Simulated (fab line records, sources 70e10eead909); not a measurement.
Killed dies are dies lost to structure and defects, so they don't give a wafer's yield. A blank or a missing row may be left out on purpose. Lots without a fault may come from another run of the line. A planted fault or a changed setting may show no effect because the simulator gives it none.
fab line records | flow nand_harc | part 1 of 2: steps 1 to 30 of 38
record lots=5 wafers=15 last_day=23
route steps=1159 shown P_GATE@209 P_CONTACT@217
lots that met no fault: from a run of the same line without faults
start_h: hours from the record's first day to the start of the lot's first wafer shown | wait_h: hours since the lot's step before | " the same as in the row above | L1.1+2: a row that stands for several wafers | - no value, or no start given | * or withheld: withheld | < > ~ a bound
route shown NAME@n: a module of which the file shows steps, and the number in the route of the first | usual: mean/standard deviation of fault-free wafers | same: alike in all rows | chamber/n: place in a boat | sites: the reading at each site | _std_site: their standard deviation | _edge_site: outer sites' mean less inner sites' | radius_mm: how far each site lies from the wafer's centre | mask NAME#n: copy n | behind: the tool/chamber that last shaped the wafer | hold: why the lot was held/for how many hours/how that ended | device: the transistor (n, p or np) that didn't switch | end of line: the same wafers' tests at the end of the route | a step without rows: its recipe alone | killed: dies lost to structure and defects at the first sort, not the wafer's yield | map: a wafer's dies, x killed, . not, _ none there
set.NAME: the setting as run; set.NAME@STEP: as run at that earlier step | model.NAME: the simulator's own value behind a step, which no gauge read
lots at some steps of the route; a table a step, a row a wafer
services: from which hour (start_h, from the record's first day; less than 0 if before it) a tool's chamber was out of use, for how many hours, and why
## steps
# step NHARC_P_GATE_DEGAS_109
# recipe temp_c=300 time_s=60
# usual heater_power_w=465/50
# columns lot.wafer tool chamber start_h wait_h heater_power_w
L080.4 pvd_sputter-02 - 130.42 0.1 529
L080.1 " - " " 367
L080.5 " - " " 516
L083.3 pvd_sputter-02 - 166.35 0.1 507
L083.4 " - " " 426
L083.6 " - " " 375
L084.2 pvd_sputter-03 - 170.09 0.1 401
L084.1 " - " " 482
L084.4 " - " " 500
L085.3 pvd_sputter-02 - 172.77 0.1 481
L085.2 " - " " 433
L085.5 " - " " 476
L090.2 pvd_sputter-01 - 200.02 0.1 410
L090.4 " - " " 470
L090.6 " - " " 417
# step NHARC_P_GATE_PRE_CLEAN_110
# recipe time_s=30 bias_v=200 gas=Ar
# columns lot.wafer tool chamber start_h wait_h
L080.4+1+5 pvd_sputter-02 - - -
L083.4+3+6 pvd_sputter-02 - - -
L084.4+1+2 pvd_sputter-03 - - -
L085.2+3+5 pvd_sputter-02 - - -
L090.2+4+6 pvd_sputter-01 - - -
# step NHARC_P_GATE_SPUTTER_78
# recipe target_thk_a=100 material=Ni
# columns lot.wafer tool chamber start_h wait_h
L080.1+4+5 pvd_sputter-02 - - -
L083.3+4+6 pvd_sputter-02 - - -
L084.1+4+2 pvd_sputter-03 - - -
L085.2+3+5 pvd_sputter-02 - - -
L090.4+2+6 pvd_sputter-01 - - -
# step NHARC_P_GATE_SPUTTER_79
# recipe target_thk_a=100 material=TiN
# columns lot.wafer tool chamber start_h wait_h
L080.1+4+5 pvd_sputter-02 - - -
L083.4+3+6 pvd_sputter-02 - - -
L084.2+1+4 pvd_sputter-03 - - -
L085.3+2+5 pvd_sputter-02 - - -
L090.2+4+6 pvd_sputter-01 - - -
# step NHARC_P_GATE_RTA_80
# recipe temp_c=300 time_s=30
# usual lamp_power_pct=2.171/0.0067 wafer_temp_C_max=301.4/0.31
# columns lot.wafer tool chamber start_h wait_h lamp_power_pct wafer_temp_C_max
L080.1 rtp_anneal-01 0 130.86 - 2.161 301.3
L080.4 " 0 " " 2.161 301.3
L080.5 " 0 " " 2.161 301.1
L083.3 rtp_anneal-02 0 166.69 - 2.177 301.2
L083.4 " 0 " " 2.176 301.1
L083.6 " 0 " " 2.174 301.1
L084.1 rtp_anneal-02 0 170.38 - 2.173 301.6
L084.2 " 0 " " 2.170 301.2
L084.4 " 0 " " 2.173 301.9
L085.2 rtp_anneal-02 0 173.09 - 2.172 301.5
L085.3 " 0 " " 2.172 301.4
L085.5 " 0 " " 2.172 301.7
L090.2 rtp_anneal-02 0 200.35 - 2.181 301.7
L090.4 " 0 " " 2.182 301.1
L090.6 " 0 " " 2.179 301.2
# step NHARC_P_GATE_STRIP_67
# recipe time_s=600 temp_c=130 chemistry=SPM
# columns lot.wafer tool chamber start_h wait_h
L080.5+4+1 wet_bench-03 2,5,6 131.07 0.1
L083.4+6+3 wet_bench-07 6,1,2 166.84 0.1
L084.2+1+4 wet_bench-07 3,5,7 170.58 0.1
L085.3+5+2 wet_bench-09 1,2,3 173.28 0.1
L090.2+4+6 wet_bench-07 3,4,5 200.52 0.1
# step NHARC_P_GATE_RTA_82
# recipe temp_c=450 time_s=30
# usual lamp_power_pct=4.259/0.012 wafer_temp_C_max=452.1/0.43
# columns lot.wafer tool chamber start_h wait_h lamp_power_pct wafer_temp_C_max
L080.1 rtp_anneal-01 0 131.51 - 4.250 451.8
L080.4 " 0 " " 4.246 452.1
L080.5 " 0 " " 4.243 452.6
L083.3 rtp_anneal-02 0 167.14 - 4.273 451.7
L083.4 " 0 " " 4.276 452.2
L083.6 " 0 " " 4.275 451.8
L084.1 rtp_anneal-01 0 170.84 - 4.256 452.5
L084.2 " 0 " " 4.260 452.0
L084.4 " 0 " " 4.249 452.0
L085.2 rtp_anneal-01 0 173.55 - 4.248 452.1
L085.3 " 0 " " 4.255 452.2
L085.5 " 0 " " 4.253 452.4
L090.2 rtp_anneal-02 0 200.81 - 4.271 453.0
L090.4 " 0 " " 4.270 451.3
L090.6 " 0 " " 4.272 452.8
# step NHARC_P_GATE_INSPECT_68
# usual raw_defect_count=199/75
# columns lot.wafer tool chamber start_h wait_h raw_defect_count
L080.1 defect_inspect-02 - 131.73 0.2 142
L080.4 " - " " 222
L080.5 " - " " 176
L083.3 defect_inspect-01 - 167.29 0.1 350
L083.4 " - " " 217
L083.6 " - " " 162
L084.1 defect_inspect-02 - 171.04 0.2 127
L084.2 " - " " 142
L084.4 " - " " 247
L085.2 defect_inspect-01 - 173.72 0.1 294
L085.3 " - " " 244
L085.5 " - " " 129
L090.2 defect_inspect-01 - 200.98 0.1 426
L090.4 " - " " 223
L090.6 " - " " 176
# step NHARC_P_CONTACT_DEP_30
# recipe target_thk_a=300 temp_c=400 target_thk_nm=30 flow_sccm=200 rf_w=450 material=SiNx
# usual heater_power_w=698/100
# columns lot.wafer tool chamber start_h wait_h heater_power_w since_wet_clean_h
L080.1 pecvd-02 1 131.88 0.1 581 147
L080.5 " 2 " " 768 -
L080.4 " 1 " " 566 -
L083.3 pecvd-04 1 167.39 0.1 718 140
L083.6 " 0 " " 896 -
L083.4 " 1 " " 708 -
L084.1 pecvd-04 1 171.11 0.1 730 144
L084.2 " 0 " " 722 144
L084.4 " 0 " " 724 -
L085.3 pecvd-03 2 174.23 0.5 700 50
L085.2 " 0 " " 683 50
L085.5 " 2 " " 701 -
L090.2 pecvd-03 2 201.60 0.6 704 77
L090.4 " 1 " " 788 -
L090.6 " 1 " " 793 -
# step NHARC_P_CONTACT_DEP_00
# recipe target_thk_a=5000 temp_c=400 pressure_torr=6.5 rf_w=900 teos_flow_sccm=161.4 flow_sccm=2650 target_thk_nm=500 gas=O2 material=SiO2
# usual heater_power_w=539/110 throttle_valve_pct=15.9/0.59
# columns lot.wafer tool chamber start_h wait_h heater_power_w since_wet_clean_h throttle_valve_pct
L080.1 pecvd-02 1 - - 429 147 16.4
L080.5 " 2 " " 672 - 15.2
L080.4 " 1 " " 449 - 16.2
L083.3 pecvd-04 1 - - 592 141 16.3
L083.6 " 0 " " 726 - 15.2
L083.4 " 1 " " 427 - 16.2
L084.1 pecvd-04 1 - - 498 144 15.8
L084.2 " 0 " " 698 144 15.0
L084.4 " 0 " " 711 - 15.1
L085.3 pecvd-03 2 - - 499 50 16.4
L085.2 " 0 " " 502 50 15.1
L085.5 " 2 " " 529 - 16.4
L090.2 pecvd-03 2 201.95 0.3 597 78 16.4
L090.4 " 1 " " 699 - 15.2
L090.6 " 1 " " 728 - 15.5
# step NHARC_P_CONTACT_CMP_01
# recipe target_thk_nm=200 material=SiO2
# usual motor_current_A=11.7/1.5
# columns lot.wafer tool chamber start_h wait_h motor_current_A
L080.4 cmp-04 1 132.51 - 11.9
L080.1 " 3 " " 9.8
L080.5 " 2 " " 12.8
L083.4 cmp-02 3 168.09 - 10.8
L083.3 " 0 " " 9.7
L083.6 " 2 " " 11.3
L084.1 cmp-04 3 171.82 - 10.4
L084.2 " 0 " " 9.8
L084.4 " 2 " " 13.0
L085.2 cmp-04 2 174.95 - 13.6
L085.3 " 3 " " 10.0
L085.5 " 2 " " 13.0
L090.2 cmp-04 0 202.55 0.5 9.9
L090.4 " 2 " " 12.8
L090.6 " 1 " " 12.0
# step NHARC_P_CONTACT_SRD_03
# columns lot.wafer tool chamber start_h wait_h
L080.1+5+4 wet_bench-04 2,3,5 132.82 0.1
L083.4+6+3 wet_bench-02 0,2,3 168.36 0.0
L084.4+1+2 wet_bench-04 0,2,4 172.12 0.0
L085.5+3+2 wet_bench-04 6,0,3 175.24 0.0
L090.2+6+4 wet_bench-04 3,4,6 202.85 0.0
# step NHARC_P_CONTACT_DEHYDRATE_04
# recipe temp_c=150 time_s=120
# columns lot.wafer tool chamber start_h wait_h
L080.1+4+5 litho_track-04 0 132.89 0.1
L083.3+4+6 litho_track-04 0 168.44 0.1
L084.1+2+4 litho_track-01 0 172.20 0.1
L085.2+3+5 litho_track-01 0 175.32 0.1
L090.2+4+6 litho_track-01 0 202.93 0.1
# step NHARC_P_CONTACT_HMDS_05
# recipe time_s=30
# columns lot.wafer tool chamber start_h wait_h
L080.1+4+5 litho_track-04 0 - -
L083.3+4+6 litho_track-04 0 - -
L084.1+2+4 litho_track-01 0 - -
L085.2+3+5 litho_track-01 0 - -
L090.2+4+6 litho_track-01 0 - -
# step NHARC_P_CONTACT_COAT_33
# recipe temp_c=260 time_s=75
# columns lot.wafer tool chamber start_h wait_h
L080.1+4+5 litho_track-04 0 - -
L083.3+4+6 litho_track-04 0 - -
L084.1+2+4 litho_track-01 0 - -
L085.2+3+5 litho_track-01 0 - -
L090.2+4+6 litho_track-01 0 - -
# step NHARC_P_CONTACT_COAT_34
# recipe temp_c=225 time_s=65
# columns lot.wafer tool chamber start_h wait_h
L080.1+4+5 litho_track-04 0 - -
L083.3+4+6 litho_track-04 0 - -
L084.1+2+4 litho_track-01 0 - -
L085.2+3+5 litho_track-01 0 - -
L090.2+4+6 litho_track-01 0 - -
# step NHARC_P_CONTACT_COAT_06
# recipe spin_rpm=1500 resist_thk_nm=90
# columns lot.wafer tool chamber start_h wait_h
L080.1+4+5 litho_track-04 0 - -
L083.3+4+6 litho_track-04 0 - -
L084.1+2+4 litho_track-01 0 - -
L085.2+3+5 litho_track-01 0 - -
L090.2+4+6 litho_track-01 0 - -
# step NHARC_P_CONTACT_SOFTBAKE_07
# recipe temp_c=105 time_s=55
# columns lot.wafer tool chamber start_h wait_h
L080.1+4+5 litho_track-04 0 - -
L083.3+4+6 litho_track-04 0 - -
L084.1+2+4 litho_track-01 0 - -
L085.2+3+5 litho_track-01 0 - -
L090.2+4+6 litho_track-01 0 - -
# step NHARC_P_CONTACT_EBR_08
# columns lot.wafer tool chamber start_h wait_h
L080.1+4+5 litho_track-04 0 - -
L083.3+4+6 litho_track-04 0 - -
L084.1+2+4 litho_track-01 0 - -
L085.2+3+5 litho_track-01 0 - -
L090.2+4+6 litho_track-01 0 - -
# step NHARC_P_CONTACT_EXPOSE_09
# recipe na=1.35 target_cd_nm=90 dose_mj=81.26 mask_id=P_CA
# usual stage_vel_mm_s=499.99/0.23
# columns lot.wafer tool chamber start_h wait_h mask stage_vel_mm_s
L080.1 arfi_scanner-01 0 133.21 - P_CA#0 500.40
L080.4 " 0 " " P_CA#0 499.81
L080.5 " 0 " " P_CA#0 500.12
L083.3 arfi_scanner-03 0 168.76 - P_CA#0 500.24
L083.4 " 0 " " P_CA#0 500.17
L083.6 " 0 " " P_CA#0 500.20
L084.1 arfi_scanner-03 0 172.38 - P_CA#0 500.35
L084.2 " 0 " " P_CA#0 499.96
L084.4 " 0 " " P_CA#0 499.81
L085.2 arfi_scanner-03 0 175.51 - P_CA#0 499.84
L085.3 " 0 " " P_CA#0 500.17
L085.5 " 0 " " P_CA#0 500.32
L090.2 arfi_scanner-02 0 203.24 - P_CA#0 500.05
L090.4 " 0 " " P_CA#0 499.52
L090.6 " 0 " " P_CA#0 499.95
# step NHARC_P_CONTACT_PEB_10
# recipe peb_temp_c=100 peb_time_s=65
# columns lot.wafer tool chamber start_h wait_h
L080.1+4+5 litho_track-04 0 133.27 0.1
L083.3+4+6 litho_track-04 0 168.82 0.0
L084.1+2+4 litho_track-01 0 172.44 0.1
L085.2+3+5 litho_track-01 0 175.57 0.1
L090.2+4+6 litho_track-06 0 203.30 0.1
# step NHARC_P_CONTACT_DEVELOP_11
# recipe develop_time_s=35 dev_temp_c=23
# columns lot.wafer tool chamber start_h wait_h
L080.1+4+5 litho_track-04 0 - -
L083.3+4+6 litho_track-04 0 - -
L084.1+2+4 litho_track-01 0 - -
L085.2+3+5 litho_track-01 0 - -
L090.2+4+6 litho_track-06 0 - -
# step NHARC_P_CONTACT_CD_MEAS_12
# recipe target_cd_nm=90 landing_energy_ev=500
# usual cd_nm=90.2/0.43
# columns lot.wafer tool chamber start_h wait_h cd_nm
L080.1 cd_sem-03 0 133.35 - 90.4
L080.4 " 0 " " 89.9
L080.5 " 0 " " 89.7
L083.3 cd_sem-02 0 168.90 - 90.7
L083.4 " 0 " " 90.1
L083.6 " 0 " " 90.1
L084.1 cd_sem-02 0 172.52 - 90.5
L084.2 " 0 " " 90.5
L084.4 " 0 " " 90.2
L085.2 cd_sem-01 0 175.65 - 89.4
L085.3 " 0 " " 89.3
L085.5 " 0 " " 89.9
L090.2 cd_sem-01 0 203.38 - 90.3
L090.4 " 0 " " 90.3
L090.6 " 0 " " 90.9
# step NHARC_P_CONTACT_OVL_MEAS_13
# usual overlay_x_nm=0.0/0.77 overlay_y_nm=-0.1/0.72
# columns lot.wafer tool chamber start_h wait_h overlay_x_nm overlay_y_nm
L080.1 overlay-02 - 133.44 - 0.3 -1.4
L080.4 " - " " 0.1 -0.8
L080.5 " - " " 0.1 -1.6
L083.3 overlay-01 - 168.98 - 0.8 0.5
L083.4 " - " " 1.5 1.4
L083.6 " - " " 1.7 1.1
L084.1 overlay-02 - 172.63 - -0.6 -0.2
L084.2 " - " " -0.9 -0.1
L084.4 " - " " -0.3 0.2
L085.2 overlay-01 - 175.74 - 0.1 -0.9
L085.3 " - " " 0.3 -0.9
L085.5 " - " " 0.6 -0.7
L090.2 overlay-02 - 203.46 - 0.4 0.4
L090.4 " - " " 0.1 0.4
L090.6 " - " " 0.0 0.0
# step NHARC_P_CONTACT_INSPECT_14
# usual raw_defect_count=3.7/2.3
# columns lot.wafer tool chamber start_h wait_h raw_defect_count
L080.1 defect_inspect-01 - 133.47 0.0 1
L080.4 " - " " 6
L080.5 " - " " 3
L083.3 defect_inspect-02 - 169.02 0.0 4
L083.4 " - " " 1
L083.6 " - " " 4
L084.1 defect_inspect-01 - 172.66 0.0 0
L084.2 " - " " 1
L084.4 " - " " 1
L085.2 defect_inspect-02 - 175.77 0.0 3
L085.3 " - " " 6
L085.5 " - " " 7
L090.2 defect_inspect-02 - 203.50 0.0 2
L090.4 " - " " 7
L090.6 " - " " 8
# step NHARC_P_CONTACT_DESCUM_17
# recipe time_s=3 o2_flow_sccm=200 ar_flow_sccm=0 bias_power_w=0 chemistry=O2
# usual drypump_motor_current_A=5.7/0.41 oes_product_au=0.999/0.0075 rf_vpp_V=57.7/0.96 showerhead_plenum_p_Torr=1.93/0.087 throttle_valve_pct=11.312/0.0098
# columns lot.wafer tool chamber start_h wait_h drypump_motor_current_A oes_product_au rf_hours_counter_h rf_vpp_V showerhead_plenum_p_Torr throttle_valve_pct
L080.1 rie_diel-02 2 133.54 0.1 5.4 0.997 44 58.0 1.81 11.301
L080.4 " 3 " " 5.0 0.999 56 59.7 1.84 11.309
L080.5 " 2 " " 5.4 1.002 - 56.3 1.81 11.304
L083.3 rie_diel-12 2 169.08 0.1 6.1 1.007 14 57.9 1.84 11.305
L083.4 " 3 " " 4.8 1.008 14 55.6 1.91 11.303
L083.6 " 2 " " 6.1 0.999 - 58.1 1.84 11.312
L084.4 rie_diel-01 0 172.73 0.1 5.4 0.991 1 56.5 1.90 11.316
L084.1 " 1 " " 6.2 0.994 1 59.8 2.06 11.313
L084.2 " 2 " " 6.1 0.994 2 57.2 2.03 11.323
L085.2 rie_diel-01 1 175.85 0.1 6.2 0.994 2 58.5 2.06 11.324
L085.3 " 2 " " 6.1 1.011 2 58.0 2.03 11.309
L085.5 " 3 " " 5.6 1.009 - 57.8 1.82 11.312
L090.4 rie_diel-01 0 203.56 0.1 5.4 0.999 4 55.0 1.90 11.318
L090.2 " 2 " " 6.1 0.992 5 57.6 2.03 11.320
L090.6 " 0 " " 5.4 0.999 - 56.5 1.90 11.324
# step NHARC_P_CONTACT_ETCH_35
# recipe target_depth_a=390 over_etch_frac=0.3 time_s=65 ion_energy_ev=80 cf4_flow_sccm=150 ar_flow_sccm=0 rf_w=300 bias_w=100 chemistry=CF4
# usual cf4_flow_sccm=150.0/0.49 drypump_motor_current_A=5.7/0.42 oes_product_au=0.999/0.0086 rf_vpp_V=151.4/1.2 showerhead_plenum_p_Torr=1.78/0.075 throttle_valve_pct=13.284/0.0095
# columns lot.wafer tool chamber start_h wait_h cf4_flow_sccm drypump_motor_current_A oes_product_au rf_hours_counter_h rf_vpp_V showerhead_plenum_p_Torr throttle_valve_pct
L080.4 rie_diel-02 1 133.63 0.1 150.8 5.4 0.996 54 151.8 1.68 13.286
L080.1 " 2 " " 150.5 5.3 0.990 44 151.1 1.68 13.294
L080.5 " 0 " " 149.2 5.9 0.982 - 151.0 1.74 13.287
L083.4 rie_diel-12 2 169.17 0.1 150.6 6.1 1.007 14 149.6 1.71 13.272
L083.3 " 1 " " 150.0 5.6 1.004 12 153.3 1.85 13.270
L083.6 " 2 " " 150.3 6.0 1.011 - 152.0 1.71 13.280
L084.1 rie_diel-01 1 172.81 0.1 150.1 6.2 0.991 1 153.0 1.89 13.289
L084.2 " 3 " " 150.1 5.6 1.001 2 149.2 1.69 13.270
L084.4 " 0 " " 149.8 5.4 0.994 1 150.5 1.76 13.283
L085.3 rie_diel-01 1 175.92 0.1 150.4 6.2 0.985 2 152.2 1.89 13.283
L085.2 " 3 " " 150.3 5.6 0.990 2 149.6 1.69 13.292
L085.5 " 1 " " 150.1 6.2 0.989 - 153.1 1.89 13.296
L090.2 rie_diel-01 3 203.65 0.1 149.4 5.6 1.007 5 149.6 1.69 13.279
L090.4 " 1 " " 149.8 6.2 0.999 5 151.4 1.89 13.292
L090.6 " 3 " " 149.5 5.6 0.998 - 151.8 1.69 13.282
# step NHARC_P_CONTACT_ETCH_36
# recipe target_depth_a=2600 over_etch_frac=0.25 time_s=406.25 ion_energy_ev=200 n2_flow_sccm=150 h2_flow_sccm=150 ar_flow_sccm=0 rf_w=400 bias_w=150 chemistry=N2/H2
# usual drypump_motor_current_A=5.7/0.4 oes_product_au=1.000/0.0075 rf_vpp_V=430.9/2.8 showerhead_plenum_p_Torr=2.06/0.098 throttle_valve_pct=14.172/0.0091
# columns lot.wafer tool chamber start_h wait_h drypump_motor_current_A oes_product_au rf_hours_counter_h rf_vpp_V showerhead_plenum_p_Torr throttle_valve_pct
L080.4 rie_diel-02 0 - - 5.9 0.998 57 428.8 2.01 14.180
L080.1 " 3 " " 5.0 0.995 56 428.0 1.96 14.160
L080.5 " 1 " " 5.4 1.005 - 425.5 1.93 14.168
L083.3 rie_diel-12 2 - - 6.1 1.015 14 428.6 1.96 14.170
L083.6 " 2 " " 6.0 1.004 - 428.8 1.96 14.167
L083.4 " 1 " " 5.6 1.001 - 433.8 2.14 14.176
L084.2 rie_diel-01 3 - - 5.6 1.007 2 428.4 1.94 14.171
L084.1 " 0 " " 5.4 1.007 1 430.3 2.03 14.187
L084.4 " 1 " " 6.2 0.988 1 436.0 2.20 14.178
L085.3 rie_diel-01 1 - - 6.2 0.992 2 435.0 2.20 14.174
L085.2 " 2 " " 6.2 0.988 3 434.2 2.17 14.182
L085.5 " 0 " " 5.4 0.999 - 430.6 2.03 14.178
L090.4 rie_diel-01 0 - - 5.4 0.991 5 429.9 2.03 14.171
L090.2 " 1 " " 6.2 0.997 5 434.2 2.20 14.157
L090.6 " 2 " " 6.2 1.002 - 434.2 2.17 14.163
# step NHARC_P_CONTACT_ETCH_18
# recipe target_depth_a=4810 time_s=240.5 c4f8_flow_sccm=20 o2_flow_sccm=10 ar_flow_sccm=withheld rf_w=600 bias_w=1500 chemistry=C4F8/O2/Ar
# usual oes_product_au=0.962/0.016 rf_vpp_V=980/6.2
# columns lot.wafer tool chamber start_h wait_h oes_product_au rf_hours_counter_h rf_vpp_V
L080.4 rie_diel-02 1 - - 0.967 55 971
L080.1 " 2 " " 0.957 44 970
L080.5 " 2 " " 0.962 - 971
L083.3 rie_diel-12 0 - - 0.966 15 983
L083.6 " 2 " " 0.960 - 974
L083.4 " 1 " " 0.975 - 983
L084.1 rie_diel-01 1 - - 0.949 2 988
L084.2 " 2 " " 0.962 2 986
L084.4 " 3 " " 0.966 2 972
L085.2 rie_diel-01 0 - - 0.967 2 977
L085.3 " 3 " " 0.961 2 971
L085.5 " 0 " " 0.962 - 979
L090.4 rie_diel-01 3 - - 0.930 5 973
L090.2 " 0 " " 0.931 5 976
L090.6 " 2 " " 0.923 - 986
# step NHARC_P_CONTACT_STRIP_37
# recipe c4f8_flow_sccm=withheld o2_flow_sccm=8 ar_flow_sccm=withheld bias_w=0 chemistry=C4F8/O2/Ar
# columns lot.wafer tool chamber start_h wait_h
L080.4+1+5 rie_diel-02 1,2,1 - -
L083.3+6+4 rie_diel-12 2,0,1 - -
L084.2+4+1 rie_diel-01 1,2,0 - -
L085.2+3+5 rie_diel-01 3,0,3 - -
L090.4+2+6 rie_diel-01 3,1,3 - -
